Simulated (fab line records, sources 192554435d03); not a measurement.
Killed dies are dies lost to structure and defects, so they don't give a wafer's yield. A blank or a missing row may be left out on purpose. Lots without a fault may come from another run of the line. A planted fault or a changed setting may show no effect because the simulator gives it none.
One fault seen from 2 desks | flow n5_finfet | each desk has only its own numbers; what lay behind them comes last

THE TOOL OWNER'S DESK: euv_scanner-01
The tool's own readings at N5_BEOL_M0_SAQP_EXPOSE_37 (exposes mask M0 CUT1, target cd 30 nm): means of the sampled wafers that have a number, for each lot that ran on this tool. A lot is out of limits, marked OUT, if its mean lies more than 4 standard deviations from the usual mean; the brackets give that distance.
Columns: A = exposure_dose_mJ_cm2 at N5_BEOL_M0_SAQP_EXPOSE_37, usual 44.72; B = reticle_temp_C at N5_BEOL_M0_SAQP_EXPOSE_37, usual 23.00 C
lot  | first seen here | A               | B
L824 | day 6 04:31     | 44.71           | 22.97
L826 | day 7 00:46     | 43.37 (-31) OUT | 23.03
L829 | day 7 16:27     | 43.91 (-19) OUT | 23.03
L831 | day 7 23:34     | 44.03 (-16) OUT | 22.96
This desk's finding: out of limits on L826, L829, L831; first on L826, day 7 00:46 (exposure_dose_mJ_cm2 at N5_BEOL_M0_SAQP_EXPOSE_37). In limits: L824.

THE METROLOGY DESK
What the gauges read, lot by lot, whatever tool the lot ran on: means of the sampled wafers that have a number. A lot is out of limits, marked OUT, if its mean lies more than 4 standard deviations from the usual mean; the brackets give that distance. Of its 10 readings 7 are shown: those that lie furthest out on some lot.
Columns: A = DIBL_N at N5_BEOL_M4_RC_MEAS_101, usual 35.9 mV/V; B = DIBL_P at N5_BEOL_M4_RC_MEAS_101, usual 36.3 mV/V; C = IOFF_N at N5_BEOL_M4_RC_MEAS_101, usual 0.153 nA/um; D = IOFF_P at N5_BEOL_M4_RC_MEAS_101, usual 0.208 nA/um; E = SS_N at N5_BEOL_M4_RC_MEAS_101, usual 71.5 mV/dec; F = SS_P at N5_BEOL_M4_RC_MEAS_101, usual 73.3 mV/dec; G = VT_N at N5_BEOL_M4_RC_MEAS_101, usual 250.4 mV
lot  | first seen here | A    | B    | C     | D     | E    | F    | G
L824 | day 9 01:57     | 33.2 | 35.3 | 0.132 | 0.190 | 71.4 | 72.9 | 251.3
L826 | day 9 12:08     | 36.0 | 35.2 | 0.148 | 0.192 | 71.7 | 72.6 | 251.3
L829 | day 10 09:18    | 39.0 | 39.6 | 0.201 | 0.252 | 72.2 | 74.3 | 246.5
L831 | day 10 11:22    | 36.7 | 37.0 | 0.158 | 0.195 | 71.7 | 73.4 | 249.2
L840 | day 13 17:00    | 35.8 | 35.5 | 0.153 | 0.196 | 71.1 | 73.5 | 249.9
This desk's finding: nothing out of limits on any of the 5 lots.

PUT TOGETHER
The tool owner's desk could have raised an alarm at day 7 00:46, on L826, L829, L831.
The metrology desk saw nothing out of limits.
The metrology desk has L826, L829, L831 on record, within its limits.
Of the lots named, all ran N5_BEOL_M0_SAQP_EXPOSE_37 on euv_scanner-01.

WHAT THE SIMULATOR HAD PUT IN
Process parameter drift: euv_scanner-01, from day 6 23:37 on, at N5_BEOL_M0_SAQP_EXPOSE_37. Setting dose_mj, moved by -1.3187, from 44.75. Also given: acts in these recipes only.
Lots struck among those shown: L826, L829, L831.
Hours from the fault's start to each desk's first reading out of limits: the tool owner's desk, 1.
